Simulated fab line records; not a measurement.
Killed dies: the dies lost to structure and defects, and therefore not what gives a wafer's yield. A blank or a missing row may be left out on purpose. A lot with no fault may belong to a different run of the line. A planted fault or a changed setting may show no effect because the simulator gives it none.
Which of the tools did it? -- flow n5-finfet -- 72 wafers from 24 lots sampled at 6 of the route's 1938 steps

WHAT THE GAUGES READ, wafer by wafer
N5_BEOL_M4_CD_MEAS_28: target cd 26.2 nm, target cd y 24.1 nm.
lot,measured,on,cd-nm (nm)
L074,day 7 12:27,cd-sem-01,26.55 26.34 26.27
L075,day 7 17:13,cd-sem-01,26.12 26.07 25.78
L076,day 7 21:19,cd-sem-02,26.31 25.86 26.18
L078,day 8 04:43,cd-sem-01,25.91 25.69 26.49
L077,day 8 05:43,cd-sem-01,25.94 26.22 26.11
L079,day 8 14:56,cd-sem-01,26.02 26.40 25.87
L080,day 9 08:13,cd-sem-02,26.03 25.56 26.06
L081,day 9 20:21,cd-sem-02,26.11 25.78 26.02
L084,day 9 20:34,cd-sem-03,26.33 25.95 26.28
L082,day 9 21:26,cd-sem-02,26.46 26.53 26.15
L083,day 9 23:48,cd-sem-01,25.80 26.07 26.17
L085,day 10 01:07,cd-sem-02,26.13 26.19 25.79
L086,day 10 01:45,cd-sem-03,26.32 26.19 25.98
L087,day 10 05:19,cd-sem-02,26.48 25.94 26.44
L089,day 11 14:49,cd-sem-03,26.71 26.51 26.64
L088,day 11 15:06,cd-sem-02,26.11 26.38 26.24
L090,day 11 16:40,cd-sem-02,26.19 26.42 25.97
L091,day 11 22:28,cd-sem-03,26.14 26.14 26.14
L092,day 12 00:38,cd-sem-03,26.11 25.66 26.22
L093,day 12 03:53,cd-sem-01,26.68 26.48 26.34
L095,day 12 14:08,cd-sem-02,25.89 25.82 26.38
L094,day 13 01:08,cd-sem-02,26.32 26.33 25.98
L097,day 13 08:31,cd-sem-03,26.22 26.44 25.86
L096,day 13 15:13,cd-sem-03,26.51 26.54 26.54

N5_BEOL_M4_OCD_MEAS_38.
lot,measured,on,trench-depth-nm (nm)
L074,day 7 19:40,ocd-01,54.9 56.1 55.8
L075,day 7 23:26,ocd-02,54.4 52.8 54.4
L076,day 8 03:20,ocd-01,56.1 55.6 55.4
L078,day 8 05:58,ocd-02,55.2 54.0 54.4
L077,day 8 09:12,ocd-02,55.9 55.7 55.4
L079,day 8 22:28,ocd-01,55.6 55.8 55.4
L080,day 9 09:03,ocd-01,56.4 56.8 56.0
L081,day 9 23:26,ocd-01,55.5 55.6 56.5
L084,day 9 23:40,ocd-02,54.6 52.7 53.7
L082,day 10 01:58,ocd-01,55.2 55.6 56.5
L083,day 10 03:24,ocd-02,55.5 55.0 55.8
L085,day 10 08:17,ocd-01,55.7 56.2 54.0
L086,day 10 09:41,ocd-01,55.8 54.7 54.8
L087,day 10 09:44,ocd-02,55.6 56.1 55.7
L089,day 11 17:03,ocd-02,55.0 54.7 53.4
L088,day 11 17:25,ocd-02,53.8 53.1 55.1
L090,day 11 20:40,ocd-01,55.0 55.5 55.7
L091,day 11 23:50,ocd-02,55.5 55.1 56.5
L092,day 12 02:05,ocd-01,56.1 55.4 55.3
L093,day 12 12:13,ocd-02,53.5 55.4 54.2
L095,day 12 17:38,ocd-02,55.1 55.0 55.2
L094,day 13 03:29,ocd-01,55.4 56.1 56.6
L097,day 13 13:41,ocd-02,55.3 56.2 55.5
L096,day 13 18:40,ocd-01,55.6 55.7 56.3

WHAT TOOL EACH LOT RAN ON (gives the tool, then ch and the chambers of the sampled wafers, and finally the start)
lot,N5_BEOL_M3_PRE_CLEAN_60,N5_BEOL_M4_STRIP_19,N5_BEOL_M4_ETCH_69,N5_BEOL_M4_TRENCH_ETCH_37
L074,"cvd-co-02 ch 0,2, day 7 10:41","rie-diel-06 ch 0,1, day 7 12:04","rie-diel-02 ch 0,2, day 7 12:38","rie-diel-06 ch 1,2, day 7 19:40 or earlier"
L075,"cvd-co-01 ch 0,2, day 7 14:05","rie-diel-06 ch 0,1, day 7 16:42","rie-diel-06 ch 0,1,2, day 7 17:23","rie-diel-02 ch 0,2, day 7 23:26 or earlier"
L076,"cvd-co-02 ch 0,2, day 7 17:33","rie-diel-06 ch 0,1, day 7 20:49","rie-diel-06 ch 0,1,2, day 7 21:33","rie-diel-06 ch 0,2,3, day 8 03:20 or earlier"
L078,"cvd-co-02 ch 0,1,2, day 8 02:09","rie-diel-02 ch 1,2, day 8 04:16","rie-diel-05 ch 1,2,3, day 8 04:55","rie-diel-02 ch 1,2,3, day 8 05:58 or earlier"
L077,"cvd-co-01 ch 0,1,2, day 8 03:16","rie-diel-02 ch 1,2,3, day 8 05:11","rie-diel-02 ch 0,2,3, day 8 05:59","rie-diel-05 ch 2,3, day 8 09:12 or earlier"
L079,"cvd-co-02 ch 0,1, day 8 09:47","rie-diel-02 ch 0,1,3, day 8 14:32","rie-diel-05 ch 0,2,3, day 8 15:07","rie-diel-06 ch 1,3, day 8 22:28 or earlier"
L080,"cvd-co-02 ch 0,2, day 9 03:57","rie-diel-02 ch 0,2, day 9 07:47","rie-diel-02 ch 0,2,3, day 9 08:23","rie-diel-05 ch 0,1,2, day 9 09:03 or earlier"
L081,"cvd-co-02 ch 0,1, day 9 16:45","rie-diel-05 ch 1,2,3, day 9 19:58","rie-diel-06 ch 0,1,3, day 9 20:35","rie-diel-06 ch 0,3, day 9 23:26 or earlier"
L084,"cvd-co-02 ch 0,2, day 9 17:01","rie-diel-02 ch 1,2,3, day 9 20:11","rie-diel-06 ch 1,2,3, day 9 20:47","rie-diel-02 ch 0,2, day 9 23:40 or earlier"
L082,"cvd-co-01 ch 0,1, day 9 19:41","rie-diel-02 ch 0,1, day 9 21:04","rie-diel-05 ch 1,3, day 9 21:47","rie-diel-06 ch 1,2,3, day 10 01:58 or earlier"
L083,"cvd-co-01 ch 1,2, day 9 20:08","rie-diel-06 ch 0,3, day 9 23:25","rie-diel-05 ch 0,3, day 9 23:59","rie-diel-05 ch 0,2,3, day 10 03:24 or earlier"
L085,"cvd-co-02 ch 0,1,2, day 9 22:56","rie-diel-02 ch 0,1, day 10 00:36","rie-diel-02 ch 0,1,2, day 10 01:17","rie-diel-02 ch 0,3, day 10 08:17 or earlier"
L086,"cvd-co-02 ch 0,1,2, day 9 23:22","rie-diel-05 ch 0,2,3, day 10 01:14","rie-diel-05 ch 1,2,3, day 10 02:07","rie-diel-02 ch 1,2,3, day 10 09:41 or earlier"
L087,"cvd-co-01 ch 0,2, day 10 03:04","rie-diel-02 ch 1,2,3, day 10 04:56","rie-diel-02 ch 1,3, day 10 05:36","rie-diel-06 ch 0,3, day 10 09:44 or earlier"
L089,"cvd-co-01 ch 0,1,2, day 11 11:50","rie-diel-05 ch 1,3, day 11 14:26","rie-diel-05 ch 1,3, day 11 15:00","rie-diel-02 ch 0,2,3, day 11 17:03 or earlier"
L088,"cvd-co-01 ch 0,1, day 11 12:13","rie-diel-05 ch 1,2, day 11 14:40","rie-diel-06 ch 0,3, day 11 15:36","rie-diel-02 ch 0,1,3, day 11 17:25 or earlier"
L090,"cvd-co-02 ch 0,1,2, day 11 14:41","rie-diel-05 ch 1,2, day 11 16:08","rie-diel-05 ch 1,2,3, day 11 17:22","rie-diel-05 ch 1,3, day 11 20:40 or earlier"
L091,"cvd-co-02 ch 1,2, day 11 20:03","rie-diel-05 ch 1,2, day 11 22:04","rie-diel-02 ch 1,3, day 11 23:12","rie-diel-06 ch 0,1,2, day 11 23:50 or earlier"
L092,"cvd-co-01 ch 0,2, day 11 21:59","rie-diel-02 ch 1,3, day 12 00:14","rie-diel-06 ch 0,1,2, day 12 01:11","rie-diel-05 ch 0,1, day 12 02:05 or earlier"
L093,"cvd-co-02 ch 0,1,2, day 12 00:38","rie-diel-02 ch 2,3, day 12 03:29","rie-diel-05 ch 0,1,2, day 12 04:07","rie-diel-02 ch 0,2,3, day 12 12:13 or earlier"
L095,"cvd-co-01 ch 0,1,2, day 12 12:13","rie-diel-02 ch 1,2,3, day 12 13:44","rie-diel-05 ch 0,1,2, day 12 14:19","rie-diel-06 ch 1,3, day 12 17:38 or earlier"
L094,"cvd-co-01 ch 0,2, day 12 21:16","rie-diel-06 ch 0,2, day 13 00:45","rie-diel-05 ch 0,1,3, day 13 01:40","rie-diel-06 ch 0,1,2, day 13 03:29 or earlier"
L097,"cvd-co-01 ch 0,1,2, day 13 04:20","rie-diel-06 ch 0,1,3, day 13 08:08","rie-diel-06 ch 0,1,2, day 13 08:41","rie-diel-05 ch 0,1,2, day 13 13:41 or earlier"
L096,"cvd-co-01 ch 0,1, day 13 12:10","rie-diel-02 ch 1,2,3, day 13 14:49","rie-diel-06 ch 0,2,3, day 13 15:23","rie-diel-05 ch 1,2,3, day 13 18:40 or earlier"
- N5_BEOL_M3_PRE_CLEAN_60: time 15 s.
- N5_BEOL_M4_STRIP_19: strips in O2.
- N5_BEOL_M4_ETCH_69: etches SiARC in CF4, target depth 15.6 nm, time 26 s.
- N5_BEOL_M4_TRENCH_ETCH_37: etches SiOC in C4F6/O2, target depth 55.555 nm, time 29.2 s.

AS READ BY THE TOOLS THEMSELVES (means over the sampled wafers that have a number; for cases with no such wafer, the mark the record gives instead)
N5_BEOL_M3_PRE_CLEAN_60.
lot,tool,heater-power-w (W)
L074,cvd-co-02,90
L075,cvd-co-01,91
L076,cvd-co-02,91
L078,cvd-co-02,85
L077,cvd-co-01,83
L079,cvd-co-02,80
L080,cvd-co-02,92
L081,cvd-co-02,82
L084,cvd-co-02,91
L082,cvd-co-01,82
L083,cvd-co-01,73
L085,cvd-co-02,83
L086,cvd-co-02,86
L087,cvd-co-01,91
L089,cvd-co-01,84
L088,cvd-co-01,85
L090,cvd-co-02,84
L091,cvd-co-02,86
L092,cvd-co-01,93
L093,cvd-co-02,85
L095,cvd-co-01,84
L094,cvd-co-01,93
L097,cvd-co-01,84
L096,cvd-co-01,83

N5_BEOL_M4_STRIP_19.
lot,tool,chamber-pressure-mTorr (mTorr),drypump-motor-current-A (A),o2-flow-sccm (sccm),oes-product-au (a.u.),rf-vpp-V (V),showerhead-plenum-p-Torr (Torr),throttle-valve-pct (%)
L074,rie-diel-06,29.993,5.9,224.6,0.82,3.9,2.08,16.74
L075,rie-diel-06,29.998,5.9,224.9,0.89,3.6,2.07,16.63
L076,rie-diel-06,30.026,5.9,224.9,0.88,4.3,2.07,16.63
L078,rie-diel-02,29.993,5.4,224.8,0.73,4.0,2.05,16.80
L077,rie-diel-02,29.994,5.8,225.0,0.72,3.4,2.05,16.97
L079,rie-diel-02,30.006,5.7,225.1,0.71,3.3,1.99,16.90
L080,rie-diel-02,30.011,6.1,225.3,0.73,3.9,2.12,17.07
L081,rie-diel-05,29.974,5.7,225.0,0.85,3.8,2.08,16.57
L084,rie-diel-02,30.001,5.8,224.2,0.72,3.1,2.05,17.00
L082,rie-diel-02,29.992,5.3,225.7,0.71,3.9,1.99,16.75
L083,rie-diel-06,30.016,5.9,225.1,0.85,3.6,2.04,16.63
L085,rie-diel-02,30.027,5.3,224.6,0.71,3.7,1.99,16.74
L086,rie-diel-05,29.977,5.9,225.0,0.82,3.3,2.07,16.61
L087,rie-diel-02,30.000,5.8,224.7,0.72,3.2,2.05,17.00
L089,rie-diel-05,30.002,5.5,225.2,0.76,3.8,2.05,16.65
L088,rie-diel-05,30.009,5.8,224.4,0.88,3.2,2.10,16.55
L090,rie-diel-05,30.000,5.9,225.5,0.87,4.0,2.10,16.55
L091,rie-diel-05,29.991,5.8,225.3,0.87,3.6,2.10,16.56
L092,rie-diel-02,30.016,5.4,225.8,0.69,3.9,1.98,16.87
L093,rie-diel-02,29.980,6.1,224.8,0.71,3.5,2.11,17.20
L095,rie-diel-02,29.999,5.8,225.4,0.70,3.7,2.04,17.04
L094,rie-diel-06,30.009,5.9,224.8,0.87,3.5,2.05,16.43
L097,rie-diel-06,30.005,6.0,225.2,0.77,4.1,2.04,16.80
L096,rie-diel-02,29.978,5.7,225.0,0.69,4.0,2.04,17.05

N5_BEOL_M4_ETCH_69.
lot,tool,chamber-pressure-mTorr (mTorr),drypump-motor-current-A (A),etch-rf-on-time-s (s),oes-product-au (a.u.),rf-vpp-V (V),showerhead-plenum-p-Torr (Torr),throttle-valve-pct (%)
L074,rie-diel-02,39.98,6.1,26.5,0.63,184.2,2.16,15.93
L075,rie-diel-06,39.97,5.9,25.8,0.76,183.8,2.12,15.47
L076,rie-diel-06,39.99,5.9,25.8,0.75,184.0,2.11,15.46
L078,rie-diel-05,40.01,5.7,25.9,0.75,183.5,2.14,15.52
L077,rie-diel-02,40.02,6.0,26.1,0.62,183.6,2.10,16.00
L079,rie-diel-05,39.99,5.8,25.6,0.72,182.8,2.13,15.57
L080,rie-diel-02,39.99,6.1,26.5,0.61,183.9,2.10,16.00
L081,rie-diel-06,39.99,6.0,26.3,0.68,183.9,2.10,15.69
L084,rie-diel-06,39.99,6.0,26.0,0.68,183.8,2.10,15.58
L082,rie-diel-05,40.03,5.5,25.5,0.67,184.0,2.11,15.62
L083,rie-diel-05,40.00,5.7,25.7,0.68,183.6,2.09,15.56
L085,rie-diel-02,40.00,5.7,26.4,0.61,183.2,2.10,15.85
L086,rie-diel-05,39.97,5.7,25.8,0.72,184.1,2.13,15.56
L087,rie-diel-02,40.04,5.7,25.8,0.61,181.8,2.04,16.03
L089,rie-diel-05,40.00,5.3,25.9,0.70,183.0,2.10,15.51
L088,rie-diel-06,39.98,5.9,25.9,0.72,183.8,2.08,15.60
L090,rie-diel-05,40.01,5.7,25.9,0.70,183.5,2.13,15.59
L091,rie-diel-02,40.03,5.4,26.1,0.60,182.7,2.04,15.88
L092,rie-diel-06,40.04,5.9,25.8,0.71,182.8,2.10,15.54
L093,rie-diel-05,39.98,5.6,25.5,0.73,184.2,2.11,15.50
L095,rie-diel-05,40.00,5.7,25.5,0.73,183.4,2.11,15.49
L094,rie-diel-05,39.98,5.5,25.6,0.76,182.8,2.09,15.41
L097,rie-diel-06,40.00,5.9,26.1,0.69,184.2,2.10,15.55
L096,rie-diel-06,39.99,5.9,25.9,0.70,183.9,2.08,15.53

N5_BEOL_M4_TRENCH_ETCH_37.
lot,tool,chamber-pressure-mTorr (mTorr),drypump-motor-current-A (A),oes-product-au (a.u.),rf-vpp-V (V),showerhead-plenum-p-Torr (Torr),throttle-valve-pct (%)
L074,rie-diel-06,29.971,5.9,0.90,666,2.81,20.62
L075,rie-diel-02,29.963,6.0,0.73,672,2.86,21.17
L076,rie-diel-06,29.984,6.0,0.88,666,2.78,20.70
L078,rie-diel-02,29.999,5.7,0.73,665,2.80,21.19
L077,rie-diel-05,30.019,6.1,0.88,660,2.88,20.89
L079,rie-diel-06,30.000,6.1,0.74,670,2.80,21.01
L080,rie-diel-05,30.014,5.6,0.90,664,2.82,20.75
L081,rie-diel-06,30.002,5.9,0.85,669,2.77,20.82
L084,rie-diel-02,30.015,6.0,0.71,665,2.77,21.10
L082,rie-diel-06,30.012,6.0,0.80,667,2.78,20.85
L083,rie-diel-05,29.996,5.9,0.81,660,2.83,20.85
L085,rie-diel-02,30.006,6.0,0.70,661,2.70,21.30
L086,rie-diel-02,29.989,5.7,0.72,667,2.79,21.22
L087,rie-diel-06,29.991,6.0,0.80,669,2.75,20.93
L089,rie-diel-02,30.009,6.1,0.70,665,2.78,21.26
L088,rie-diel-02,30.012,5.7,0.69,660,2.71,21.13
L090,rie-diel-05,29.996,5.5,0.76,660,2.80,20.88
L091,rie-diel-06,29.997,5.9,0.83,668,2.79,20.76
L092,rie-diel-05,29.983,5.3,0.86,666,2.77,20.70
L093,rie-diel-02,30.019,6.0,0.69,665,2.77,21.28
L095,rie-diel-06,30.002,6.1,0.72,669,2.79,21.07
L094,rie-diel-06,29.998,5.9,0.82,668,2.79,20.77
L097,rie-diel-05,30.016,5.6,0.83,664,2.80,20.81
L096,rie-diel-05,30.020,5.7,0.88,662,2.82,20.78

THE ANSWER, worked out from the rows above alone
Rule: the lots themselves supply what counts as usual. The widest of any qualifying gaps counts: lots, ordered by their means at a reading, are off when they make up no more than a third of the lots, leave a main group of 4 or more, and stand apart from it by 3 or more times the standard deviation of that group's means. Not used: any main group whose means are identical at the precision the tables above print for the reading. Also off: a lot with no number at a reading for which 4 or more lots have one. The other lots that the step has rows for count as sound. Order of review: gauges by route order, followed by the tools' own readings, for which a lot's mean as printed above is used. The first step at which some lot is off is used, and at that step the reading that is off furthest; a lot without a number counts as furthest.
No lot is off on any of the readings shown, so nothing can be concluded from this.

WHAT THE SIMULATOR PUT IN
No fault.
